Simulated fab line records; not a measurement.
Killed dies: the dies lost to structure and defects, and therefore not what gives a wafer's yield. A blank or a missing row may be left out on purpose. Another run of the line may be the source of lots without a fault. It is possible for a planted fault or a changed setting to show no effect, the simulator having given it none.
Matching of chambers :: flow nand harc :: rie diel-01 running NHARC_A_CONTACT_ETCH_110: 4 sister chambers
The step etches the open film in CF4/O2, target depth 50 nm, overetch 5 nm, time 27.5 s. 16 wafers are shown with their chamber, then 8 later ones without.

## WAFERS, EACH WITH ITS CHAMBER
wafer: L075.1
chamber: 3
showerhead plenum p Torr (Torr): 1.34
oes product au (a.u.): 0.995
rf vpp V (V): 198.4

wafer: L075.4
chamber: 1
showerhead plenum p Torr (Torr): 1.27
oes product au (a.u.): 1.015
rf vpp V (V): 196.7

wafer: L075.5
chamber: 1
showerhead plenum p Torr (Torr): 1.27
oes product au (a.u.): 1.007
rf vpp V (V): 195.8

wafer: L074.1
chamber: 2
showerhead plenum p Torr (Torr): 1.37
oes product au (a.u.): 1.012
rf vpp V (V): 196.7

wafer: L074.2
chamber: 1
showerhead plenum p Torr (Torr): 1.27
oes product au (a.u.): 1.013
rf vpp V (V): 198.1

wafer: L074.5
chamber: 0
showerhead plenum p Torr (Torr): 1.26
oes product au (a.u.): 1.004
rf vpp V (V): 197.2

wafer: L079.2
chamber: 1
showerhead plenum p Torr (Torr): 1.27
oes product au (a.u.): 1.011
rf vpp V (V): 195.6

wafer: L079.5
chamber: 1
showerhead plenum p Torr (Torr): 1.27
oes product au (a.u.): 1.011
rf vpp V (V): 196.6

wafer: L079.6
chamber: 2
showerhead plenum p Torr (Torr): 1.37
oes product au (a.u.): 1.006
rf vpp V (V): 198.2

wafer: L082.1
chamber: 3
showerhead plenum p Torr (Torr): 1.33
oes product au (a.u.): 1.007
rf vpp V (V): 197.3

wafer: L082.5
chamber: 3
showerhead plenum p Torr (Torr): 1.33
oes product au (a.u.): 1.005
rf vpp V (V): 199.1

wafer: L082.6
chamber: 2
showerhead plenum p Torr (Torr): 1.36
oes product au (a.u.): 1.018
rf vpp V (V): 196.7

wafer: L088.3
chamber: 3
showerhead plenum p Torr (Torr): 1.33
oes product au (a.u.): 0.986
rf vpp V (V): 197.2

wafer: L088.5
chamber: 2
showerhead plenum p Torr (Torr): 1.36
oes product au (a.u.): 1.011
rf vpp V (V): 198.7

wafer: L088.6
chamber: 0
showerhead plenum p Torr (Torr): 1.25
oes product au (a.u.): 0.995
rf vpp V (V): 197.3

wafer: L090.4
chamber: 0
showerhead plenum p Torr (Torr): 1.25
oes product au (a.u.): 1.001
rf vpp V (V): 196.2

SIGNATURES (averages over the wafers above)
reading: showerhead plenum p Torr
chamber 0: 1.2533
chamber 1: 1.2700
chamber 2: 1.3650
chamber 3: 1.3325
scatter within a chamber: 0.00449

reading: oes product au
chamber 0: 1.00000
chamber 1: 1.01140
chamber 2: 1.01175
chamber 3: 0.99825
scatter within a chamber: 0.006

reading: rf vpp V
chamber 0: 196.900
chamber 1: 196.560
chamber 2: 197.575
chamber 3: 198.000
scatter within a chamber: 0.927
Rule: for a wafer and a chamber, the distance is found by dividing, reading by reading, the gap between the wafer's reading and the chamber's mean by the reading's scatter, squaring, summing and taking the root. If the next closest chamber is less than 2 further off than the closest, the wafer can't be placed; otherwise it belongs to the closest. The scatter: take each reading less its chamber's mean, square it, sum over the shown wafers, divide by the number of wafers less the number of chambers, and take the root.

## WAFERS WITHOUT THEIR CHAMBER
wafer: L090.5
showerhead plenum p Torr (Torr): 1.36
oes product au (a.u.): 1.019
rf vpp V (V): 198.0

wafer: L090.6
showerhead plenum p Torr (Torr): 1.27
oes product au (a.u.): 1.014
rf vpp V (V): 196.1

wafer: L094.3
showerhead plenum p Torr (Torr): 1.26
oes product au (a.u.): 1.001
rf vpp V (V): 196.4

wafer: L094.4
showerhead plenum p Torr (Torr): 1.25
oes product au (a.u.): 0.984
rf vpp V (V): 197.5

wafer: L094.6
showerhead plenum p Torr (Torr): 1.26
oes product au (a.u.): 0.998
rf vpp V (V): 197.2

wafer: L097.1
showerhead plenum p Torr (Torr): 1.33
oes product au (a.u.): 1.006
rf vpp V (V): 198.4

wafer: L097.4
showerhead plenum p Torr (Torr): 1.36
oes product au (a.u.): 1.013
rf vpp V (V): 199.3

wafer: L097.5
showerhead plenum p Torr (Torr): 1.25
oes product au (a.u.): 0.997
rf vpp V (V): 196.8

## THE CHAMBER EACH PASSED THROUGH
wafer: L090.5
from the rows above: 2
in truth: 2

wafer: L090.6
from the rows above: 1
in truth: 1

wafer: L094.3
from the rows above: can't be placed: 0 or 1
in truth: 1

wafer: L094.4
from the rows above: 0
in truth: 0

wafer: L094.6
from the rows above: can't be placed: 0 or 1
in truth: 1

wafer: L097.1
from the rows above: 3
in truth: 3

wafer: L097.4
from the rows above: 2
in truth: 2

wafer: L097.5
from the rows above: 0
in truth: 0
Correct placement for 6 of the 8. These rows do not allow placing 2 (true chamber among the candidates in 2). Number placed wrongly: 0.
